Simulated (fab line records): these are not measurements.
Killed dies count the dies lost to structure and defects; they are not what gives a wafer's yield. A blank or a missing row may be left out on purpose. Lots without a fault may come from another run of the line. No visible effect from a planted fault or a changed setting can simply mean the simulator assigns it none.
Which tool is to blame? || flow nandHarc || 11 lots, 33 wafers sampled, at 5 steps of a route of 1159

WHAT EACH GAUGE READ, for each wafer
NHARC_END_SORT_01.
{"lot": "L418", "measured": "day 20 22:35", "on": "prober-01", "defectLimitedYield (%)": "97.9 97.0 97.5"}
{"lot": "L420", "measured": "day 21 14:54", "on": "prober-02", "defectLimitedYield (%)": "97.0 97.3 97.3"}
{"lot": "L421", "measured": "day 21 07:10", "on": "prober-01", "defectLimitedYield (%)": "79.6 78.1 83.9"}
{"lot": "L422", "measured": "day 22 01:38", "on": "prober-02", "defectLimitedYield (%)": "85.1 86.3 78.9"}

WHICH TOOL RAN EACH LOT (tool, then ch and the chambers of the sampled wafers, then the start)
{"lot": "L413", "NHARC_P_M2_ETCH_15": "rieDiel-11 ch 0,1, day 5 23:44", "NHARC_A_BONDPAD_PVD_17": "pvdSputter-02, day 17 21:20 or earlier", "NHARC_A_BONDPAD_CMP_19": "cmp-01 ch 0,1,3, day 17 21:20", "NHARC_THIN_TSV_DESCUM_35": "rieDiel-02 ch 0,2,3, day 18 15:17"}
{"lot": "L415", "NHARC_P_M2_ETCH_15": "rieDiel-04 ch 0,2,3, day 6 22:50", "NHARC_A_BONDPAD_PVD_17": "pvdSputter-02, day 18 11:51 or earlier", "NHARC_A_BONDPAD_CMP_19": "cmp-03 ch 1,2, day 18 11:51", "NHARC_THIN_TSV_DESCUM_35": "rieDiel-12 ch 1,2, day 19 07:10"}
{"lot": "L416", "NHARC_P_M2_ETCH_15": "rieDiel-11 ch 0,1,2, day 6 22:50", "NHARC_A_BONDPAD_PVD_17": "pvdSputter-03, day 18 12:17 or earlier", "NHARC_A_BONDPAD_CMP_19": "cmp-04 ch 0,1,3, day 18 12:17", "NHARC_THIN_TSV_DESCUM_35": "rieDiel-02 ch 0,2,3, day 19 08:06"}
{"lot": "L418", "NHARC_P_M2_ETCH_15": "rieDiel-04 ch 0,1, day 7 13:17", "NHARC_A_BONDPAD_PVD_17": "pvdSputter-02, day 19 20:01 or earlier", "NHARC_A_BONDPAD_CMP_19": "cmp-03 ch 0,2,3, day 19 20:01", "NHARC_THIN_TSV_DESCUM_35": "rieDiel-02 ch 0,1,3, day 20 14:20"}
{"lot": "L419", "NHARC_P_M2_ETCH_15": "rieDiel-04 ch 0,2,3, day 7 19:38", "NHARC_A_BONDPAD_PVD_17": "pvdSputter-03, day 20 01:16 or earlier", "NHARC_A_BONDPAD_CMP_19": "cmp-01 ch 1,2,3, day 20 01:16", "NHARC_THIN_TSV_DESCUM_35": "rieDiel-02 ch 0,2,3, day 20 22:20"}
{"lot": "L420", "NHARC_P_M2_ETCH_15": "rieDiel-04 ch 2,3, day 8 03:56", "NHARC_A_BONDPAD_PVD_17": "pvdSputter-02, day 20 06:58 or earlier", "NHARC_A_BONDPAD_CMP_19": "cmp-01 ch 0,3, day 20 06:58", "NHARC_THIN_TSV_DESCUM_35": "rieDiel-12 ch 0,2,3, day 21 03:55"}
{"lot": "L421", "NHARC_P_M2_ETCH_15": "rieDiel-04 ch 0,1,3, day 8 05:04", "NHARC_A_BONDPAD_PVD_17": "pvdSputter-01, day 20 06:38 or earlier", "NHARC_A_BONDPAD_CMP_19": "cmp-01 ch 0,1,2, day 20 06:38", "NHARC_THIN_TSV_DESCUM_35": "rieDiel-12 ch 0,3, day 21 00:37"}
{"lot": "L422", "NHARC_P_M2_ETCH_15": "rieDiel-04 ch 0,1,2, day 8 11:42", "NHARC_A_BONDPAD_PVD_17": "pvdSputter-03, day 20 20:28 or earlier", "NHARC_A_BONDPAD_CMP_19": "cmp-04 ch 0,1, day 20 20:28", "NHARC_THIN_TSV_DESCUM_35": "rieDiel-03 ch 1,2,3, day 21 16:51"}
{"lot": "L433", "NHARC_P_M2_ETCH_15": "rieDiel-04 ch 0,1,2, day 11 08:09", "NHARC_A_BONDPAD_PVD_17": "pvdSputter-02, day 23 05:46 or earlier", "NHARC_A_BONDPAD_CMP_19": "cmp-01 ch 1,3, day 23 05:46", "NHARC_THIN_TSV_DESCUM_35": "rieDiel-02 ch 0,1,3, day 24 01:46"}
{"lot": "L435", "NHARC_P_M2_ETCH_15": "rieDiel-04 ch 0,2,3, day 11 08:57", "NHARC_A_BONDPAD_PVD_17": "pvdSputter-03, day 23 06:50 or earlier", "NHARC_A_BONDPAD_CMP_19": "cmp-03 ch 0,2,3, day 23 06:50", "NHARC_THIN_TSV_DESCUM_35": "rieDiel-02 ch 1,2,3, day 24 02:52"}
{"lot": "L436", "NHARC_P_M2_ETCH_15": "rieDiel-04 ch 1,2,3, day 11 21:05", "NHARC_A_BONDPAD_PVD_17": "pvdSputter-02, day 24 03:23 or earlier", "NHARC_A_BONDPAD_CMP_19": "cmp-04 ch 1,2,3, day 24 03:23", "NHARC_THIN_TSV_DESCUM_35": "rieDiel-02 ch 1,2,3, day 24 20:46"}
- NHARC_P_M2_ETCH_15: etches the open film in C4F8/Ar, target depth 182.5 nm, time 91.2 s.
- NHARC_A_BONDPAD_PVD_17: deposits TaN, target thk 5 nm, time 8.06 s.
- NHARC_A_BONDPAD_CMP_19: polishes, t overpolish 30 s, cu recess touch 16 s, target thk 169.8 nm.
- NHARC_THIN_TSV_DESCUM_35: chemistry O2, time 3 s.

THE ANSWER, worked out from the rows above alone
Rule: the usual values come from the lots themselves. Put in order of their means at a reading, lots are off if they are a third of the lots or fewer, leave a main group of 4 or more, and stand apart from it by a gap of 3 or more times the standard deviation of the main group's means; of several such gaps the widest counts. Not used: any main group whose means are identical at the precision the tables above print for the reading. Also off: a lot with no number at a reading for which 4 or more lots have one. All remaining lots with rows at the step are treated as sound.
No lot is off on any of the readings shown, so nothing can be concluded from this.

WHAT WAS PUT IN BY THE SIMULATOR
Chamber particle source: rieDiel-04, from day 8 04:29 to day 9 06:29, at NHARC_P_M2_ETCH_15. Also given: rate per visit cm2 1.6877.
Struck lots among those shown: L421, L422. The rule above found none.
